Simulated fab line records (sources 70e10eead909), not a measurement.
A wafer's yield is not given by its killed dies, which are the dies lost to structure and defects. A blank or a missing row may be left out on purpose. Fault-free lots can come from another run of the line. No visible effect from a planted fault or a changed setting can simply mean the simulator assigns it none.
Struck lot and sound lot, side by side | flow nandHarc | 15 steps out of a route of 1302
Sound: these wafers, L491.1, L491.2, L491.4. Wafers L483.1, L483.4, L483.5 were the ones struck. The cause is named last.
Order at every step that has rows: each side's tool, ch and its chambers, its first start. Under that, the readings that differ: sound wafers | struck wafers | difference of the means | sigmas: that difference in standard deviations of wafers without a fault.
alike: readings whose means differ by less than 2 such deviations, and words and numbers that are the same on both sides. not compared: withheld readings, readings that some wafer has no value for, bounds like >300 that may hide the same value, and numbers for which the record gives no deviation and whose values overlap.
Wherever a step has rows on one side only, a row that says differs or no value, or a row with sigmas, the two part there. Numbers that have no deviation but don't overlap get no sigmas and don't part them. A reading that every wafer of one side lacks parts them only if that side has two wafers or more.

NHARC_A_CHANNEL_HOLE_D2_INSPECT_40:
  sound: defectInspect-01 at day 22 06:12; struck: defectInspect-01 at day 18 18:56
  alike: rawDefectCount
then, 3 steps without rows for these wafers: NHARC_A_CHANNEL_FILL_D2_PRECLEAN_00 (cleans in SC1); NHARC_A_CHANNEL_FILL_D2_SRD_01; NHARC_A_CHANNEL_FILL_D2_ALD_02 (deposits SiO2, target thk 6 nm, pulse time 10 s, ald cycles 60).
NHARC_A_CHANNEL_FILL_D2_ALD_03: deposits SiNx, target thk 6 nm, pulse time 60 s, ald cycles 58.
  sound: aldSinBatch-02 ch 0; struck: aldSinBatch-03 ch 0
  alike: precursorPulseHeightRel
NHARC_A_CHANNEL_FILL_D2_ALD_14: deposits SiO2, target thk 2.5 nm, pulse time 10 s, ald cycles 25.
  sound on aldHk-01 ch 1,2,3, day 22 13:26; struck on aldHk-01 ch 0,2,3, day 19 02:10
  alike: heaterPowerW, precursorPulseHeightRel
then, 1 step without rows for these wafers: NHARC_A_CHANNEL_FILL_D2_ALD_15 (deposits SiNx, target thk 2 nm, pulse time 60 s, ald cycles 19).
NHARC_A_CHANNEL_FILL_D2_ALD_16: deposits SiO2, target thk 1.5 nm, pulse time 10 s, ald cycles 15.
  sound on aldHk-03 ch 1,2,3, day 22 18:32; struck on aldHk-02 ch 0,1,3, day 19 07:26
  alike: heaterPowerW, precursorPulseHeightRel
then, 2 steps without rows for these wafers: NHARC_A_CHANNEL_FILL_D2_ANNEAL_17 (time 1800 s); NHARC_A_CHANNEL_FILL_D2_CVD_18 (deposits poly-Si, target thk 3 nm).
NHARC_A_CHANNEL_FILL_D2_ETCHBACK_19: etches the open film in HBr/Cl2, target depth 5 nm, time 1.7 s.
  sound on rieSi-03 ch 0,2,3, day 23 09:33; struck on rieSi-05 ch 1,3, day 19 18:43
  alike: drypumpMotorCurrentA, oesProductAu, throttleValvePct
  not compared: rfHoursCounterH
NHARC_A_CHANNEL_FILL_D2_ETCHBACK_20: etches the open film in C4F8/O2/Ar, target depth 27 nm, time 13.5 s.
  sound on rieDiel-02 ch 0,1,3, day 23 09:41; struck on rieDiel-05 ch 0,1,2, day 19 18:52
  alike: oesProductAu, rfVppV
  not compared: rfHoursCounterH
NHARC_A_CHANNEL_FILL_D2_STRIP_28: strips in O2, time 20 s.
  sound on rieDiel-02 ch 0,2,3, day 23 09:46; struck on rieDiel-05 ch 1,3, day 19 18:56
  no value came back on the struck wafers for any of 8 readings (biasW (W), chamberPressureMTorr (mTorr) and others); on the sound wafers biasW (W) reads 0 0 0
then, 1 step without rows for these wafers: NHARC_A_CHANNEL_FILL_D2_PRECLEAN_21 (cleans in dHF, time 30 s).
-- break in the record here, with 10 days between the starts of the struck wafers on either side (left off in module A_CHANNEL_FILL_D2, picked up again in module END, where the first step shown is number 1302 on the route) --
NHARC_END_SORT_01:
  sound on prober-02 ch 0, day 33 02:41; struck on prober-01 ch 0, day 29 06:59
reading           | sound    | struck                                                            | difference                   | sigmas
hold              | - - -    | awaitDispo/1.8h/scrap awaitDispo/1.8h/scrap awaitDispo/1.8h/scrap | no value on the sound wafers | 
killedAtArray     | 49 51 50 | 663 665 666                                                       | +615                         | +34
killedAtPeriphery | 5 1 1    | 13 12 10                                                          | +9                           | +4
killedDies        | 54 56 52 | 677 677 677                                                       | +623                         | +33
  alike: killedAtOther, killedOpen, killedShort

== WHERE THEY PART ==
Last at NHARC_END_SORT_01 as far as this record goes, first at NHARC_A_CHANNEL_FILL_D2_STRIP_28.

WHY: what the simulator had put in
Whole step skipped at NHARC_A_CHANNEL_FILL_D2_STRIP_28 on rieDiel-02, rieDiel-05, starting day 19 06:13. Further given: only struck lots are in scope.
